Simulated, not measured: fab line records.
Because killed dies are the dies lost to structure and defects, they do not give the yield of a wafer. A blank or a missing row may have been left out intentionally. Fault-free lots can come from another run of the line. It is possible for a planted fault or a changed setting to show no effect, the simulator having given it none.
2 desks, one fault ; flow n5Finfet ; only its own numbers are on each desk; what lay behind them is given at the end

## METROLOGY DESK
Means of the sampled wafers that have a number, per lot and without regard to the tool the lot ran on: this is what the gauges read. The brackets show how far a lot's mean lies from the usual mean; more than 4 standard deviations puts the lot out of limits, marked OUT. Shown here are 7 of its 11 readings, the ones lying furthest out on some lot.
Columns: A = MD_CAP_THK at N5_MOL_CONTACT_COAG_THK_MEAS_29, usual 17.90 nm; B = DIBL_P at N5_BEOL_M4_RC_MEAS_101, usual 36.4 mV/V; C = IOFF_P at N5_BEOL_M4_RC_MEAS_101, usual 0.219 nA/um; D = ION_N at N5_BEOL_M4_RC_MEAS_101, usual 678 uA/um; E = ION_P at N5_BEOL_M4_RC_MEAS_101, usual 464 uA/um; F = SS_P at N5_BEOL_M4_RC_MEAS_101, usual 73.4 mV/dec; G = VT_P at N5_BEOL_M4_RC_MEAS_101, usual -249 mV
lot;first seen here;A;B;C;D;E;F;G
L853;day 6 01:24;17.98;35.2;0.222;689;472;72.9;-248
L861;day 8 04:00;18.14;34.6;0.198;676;467;72.7;-250
L869;day 10 12:22;17.88;35.8;0.182;675;458;73.2;-253
Finding of this desk: none of the 3 lots has anything out of limits.

## DESK OF THE TOOL OWNER: cmp-01
The tool's own readings at N5_MOL_CONTACT_COAG_CMP_23 (polishes, stops on SiO2, t overpolish 1.5 s, target thk 0 nm): means of the sampled wafers that have a number, for each lot that ran on this tool. The brackets show how far a lot's mean lies from the usual mean; more than 4 standard deviations puts the lot out of limits, marked OUT.
Columns: A = headPressurePsi at N5_MOL_CONTACT_COAG_CMP_23, usual 2.000 psi; B = motorCurrentA at N5_MOL_CONTACT_COAG_CMP_23, usual 7.7 A; C = overpolishRunS at N5_MOL_CONTACT_COAG_CMP_23, usual 1.500 s; D = platenRpm at N5_MOL_CONTACT_COAG_CMP_23, usual 50.29 rpm; E = timeToEndpointS at N5_MOL_CONTACT_COAG_CMP_23, usual 9.8 s
lot;first seen here;A;B;C;D;E
L853;day 5 22:43;2.000;7.8;1.500;50.28;12.0
L861;day 8 01:21;1.804 (-50) OUT;7.3;1.501;50.30;12.0
This desk's finding: out of limits on L861; first on L861, day 8 01:21 (headPressurePsi at N5_MOL_CONTACT_COAG_CMP_23). L853 stayed within limits.

## BROUGHT TOGETHER
The tool owner's desk had the chance to raise an alarm at day 8 01:21 on L861.
Nothing out of limits was seen by the metrology desk.
The metrology desk holds a record of L861, inside its limits.
The lots listed all ran N5_MOL_CONTACT_COAG_CMP_23 on cmp-01.

## WHAT THE SIMULATOR HAD PUT IN
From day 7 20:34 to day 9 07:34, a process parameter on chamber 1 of cmp-01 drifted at N5_MOL_CONTACT_COAG_CMP_23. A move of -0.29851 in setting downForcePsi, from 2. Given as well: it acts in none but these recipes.
Lots struck among those shown: L861.
Each desk's first reading out of limits, in hours after the fault started: the tool owner's desk, 5.
